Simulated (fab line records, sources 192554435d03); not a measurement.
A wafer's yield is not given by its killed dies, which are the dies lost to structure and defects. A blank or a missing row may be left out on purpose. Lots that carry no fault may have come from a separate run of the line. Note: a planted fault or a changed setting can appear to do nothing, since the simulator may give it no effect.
One fault seen from 2 desks / flow n5 finfet / every desk sees just its own numbers, and what lay behind them comes last

DESK OF THE TOOL OWNER: rie diel-03
The tool's own readings at N5_BEOL_M1_ETCH_63 (etches SiARC in CF4, target depth 15.6 nm, time 26 s): means of the sampled wafers that have a number, for each lot that ran on this tool. Any lot whose mean is over 4 standard deviations away from the usual mean is out of limits and marked OUT; that distance is given in the brackets.
Columns: A = cf4 flow sccm at N5_BEOL_M1_ETCH_63, usual 100.0 sccm; B = drypump motor current A at N5_BEOL_M1_ETCH_63, usual 5.8 A; C = etch rf on time s at N5_BEOL_M1_ETCH_63, usual 26.0 s; D = oes product au at N5_BEOL_M1_ETCH_63, usual 0.66 a.u.; E = rf vpp V at N5_BEOL_M1_ETCH_63, usual 184.4 V; F = showerhead plenum p Torr at N5_BEOL_M1_ETCH_63, usual 2.16 Torr; G = throttle valve pct at N5_BEOL_M1_ETCH_63, usual 15.64 %
lot=L567; first seen here=day 7 06:06; A=100.1; B=6.1; C=27.1; D=0.64; E=185.1; F=2.22; G=15.49
lot=L568; first seen here=day 7 08:51; A=100.1; B=6.2; C=26.7; D=0.64; E=184.8; F=2.20; G=15.53
lot=L569; first seen here=day 7 17:33; A=100.1; B=6.1; C=24.2; D=0.68; E=183.2; F=2.17; G=15.66
lot=L571; first seen here=day 8 06:38; A=99.9; B=6.3; C=24.0; D=0.72; E=185.1; F=2.21; G=15.50
lot=L582; first seen here=day 11 09:23; A=100.4; B=6.4; C=27.3; D=0.69; E=185.5; F=2.24; G=15.43
Result from this desk: across the 5 lots, nothing is out of limits.

THE METROLOGY DESK
Lot by lot, what the gauges showed, no matter which tool ran the lot: averages of those sampled wafers that carry a number. Any lot whose mean is over 4 standard deviations away from the usual mean is out of limits and marked OUT; that distance is given in the brackets. 7 of its 12 readings are shown, namely those furthest out on some lot.
Columns: A = M1_OVL at N5_BEOL_M1_OVL_MEAS_12, usual 0.0 nm; B = cd nm at N5_BEOL_M1_CD_MEAS_18, usual 17.7 nm; C = IOFF_P at N5_BEOL_M4_RC_MEAS_101, usual 0.23 nA/um; D = ION_N at N5_BEOL_M4_RC_MEAS_101, usual 680 uA/um; E = ION_P at N5_BEOL_M4_RC_MEAS_101, usual 466 uA/um; F = VT_N at N5_BEOL_M4_RC_MEAS_101, usual 248 mV; G = VT_P at N5_BEOL_M4_RC_MEAS_101, usual -249 mV
lot=L564; first seen here=day 6 09:58; A=0.1; B=18.0; C=0.20; D=677; E=458; F=250; G=-253
lot=L565; first seen here=day 6 10:39; A=0.0; B=17.5; C=0.30; D=701; E=478; F=243; G=-243
lot=L567; first seen here=day 7 05:58; A=-0.2; B=17.9; C=0.17; D=670; E=450; F=250; G=-256
lot=L568; first seen here=day 7 08:42; A=-0.1; B=17.4; C=0.23; D=683; E=465; F=249; G=-250
lot=L569; first seen here=day 7 17:23; A=-0.4; B=17.3; C=0.21; D=691; E=466; F=249; G=-250
lot=L571; first seen here=day 8 06:14; A=0.8; B=16.9; C=0.24; D=677; E=465; F=248; G=-251
lot=L579; first seen here=day 10 01:41; A=1.0; B=18.0; C=0.17; D=672; E=452; F=251; G=-254
lot=L580; first seen here=day 10 05:16; A=-0.1; B=18.0; C=0.26; D=683; E=471; F=248; G=-246
lot=L582; first seen here=day 11 09:15; A=-0.4; B=17.4; C=0.23; D=682; E=469; F=247; G=-250
lot=L581; first seen here=day 11 10:09; A=-0.3; B=17.9; C=0.21; D=665; E=457; F=251; G=-251
Result from this desk: across the 10 lots, nothing is out of limits.

TAKEN TOGETHER
Nothing out of limits was seen by the tool owner's desk.
Metrology desk: nothing out of limits seen.

WHAT THE SIMULATOR HAD INSERTED
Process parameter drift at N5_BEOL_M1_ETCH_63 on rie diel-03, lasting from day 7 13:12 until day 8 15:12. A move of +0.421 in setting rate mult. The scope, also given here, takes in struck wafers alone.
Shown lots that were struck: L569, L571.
